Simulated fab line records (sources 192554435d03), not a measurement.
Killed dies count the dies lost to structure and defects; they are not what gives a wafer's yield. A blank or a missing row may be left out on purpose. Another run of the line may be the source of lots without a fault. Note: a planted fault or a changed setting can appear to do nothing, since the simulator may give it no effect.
Matching of chambers | flow n5_finfet | N5_BEOL_M9_ETCH_66 on rie_diel-02: 4 sister chambers
The step etches SOC in N2/H2, target depth 80 nm, overetch 16 nm, time 120 s. 14 wafers are shown with their chamber, then 7 later ones without.

== WAFERS, EACH WITH ITS CHAMBER ==
wafer  | chamber | throttle_valve_pct (%) | oes_product_au (a.u.) | showerhead_plenum_p_Torr (Torr)
L074.2 | 2       | 17.75                  | 0.71                  | 2.49
L074.3 | 1       | 18.16                  | 0.53                  | 2.41
L074.6 | 0       | 17.55                  | 0.68                  | 2.48
L077.1 | 3       | 18.09                  | 0.52                  | 2.42
L077.5 | 2       | 17.75                  | 0.71                  | 2.49
L077.6 | 3       | 18.09                  | 0.52                  | 2.41
L079.3 | 1       | 18.17                  | 0.53                  | 2.40
L079.4 | 2       | 17.75                  | 0.70                  | 2.49
L079.6 | 3       | 18.11                  | 0.53                  | 2.41
L085.3 | 3       | 18.12                  | 0.52                  | 2.41
L085.4 | 1       | 18.19                  | 0.53                  | 2.40
L085.5 | 3       | 18.11                  | 0.51                  | 2.41
L086.3 | 1       | 18.21                  | 0.53                  | 2.40
L086.4 | 0       | 17.61                  | 0.66                  | 2.47

SIGNATURES (averages over the wafers above)
reading                  | chamber 0 | chamber 1 | chamber 2 | chamber 3 | scatter within a chamber
throttle_valve_pct       | 17.5800   | 18.1825   | 17.7500   | 18.1040   | 0.02
oes_product_au           | 0.6700    | 0.5300    | 0.7067    | 0.5200    | 0.00683
showerhead_plenum_p_Torr | 2.4750    | 2.4025    | 2.4900    | 2.4120    | 0.00453
Rule: a wafer lies at a distance from a chamber equal to the root of the sum of squares, over the readings, of (its reading less the chamber's mean, divided by the reading's scatter). The wafer belongs to the nearest chamber; if the next one is less than 2 further off, it can't be placed. How the scatter is found: for the shown wafers, subtract from each reading the mean of its chamber, square and add these, divide the total by (wafers less chambers), then take the root.

== WAFERS WHOSE CHAMBER IS MISSING ==
wafer  | throttle_valve_pct (%) | oes_product_au (a.u.) | showerhead_plenum_p_Torr (Torr)
L086.6 | 18.23                  | 0.52                  | 2.40
L094.2 | 17.67                  | 0.70                  | 2.72
L094.3 | 17.81                  | 0.66                  | 2.47
L094.6 | 17.65                  | 0.63                  | 2.46
L096.1 | 17.71                  | 0.74                  | 2.72
L096.3 | 17.69                  | 0.70                  | 2.72
L096.5 | 17.64                  | 0.63                  | 2.46

== EACH ONE'S CHAMBER ==
wafer  | from the rows above | in truth
L086.6 | 1                   | 1
L094.2 | 2                   | 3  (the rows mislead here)
L094.3 | 2                   | 2
L094.6 | 0                   | 0
L096.1 | 2                   | 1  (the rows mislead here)
L096.3 | 2                   | 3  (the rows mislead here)
L096.5 | 0                   | 0
4 of 7 placed correctly. Not placeable from these rows: 0. 3 placed wrongly.
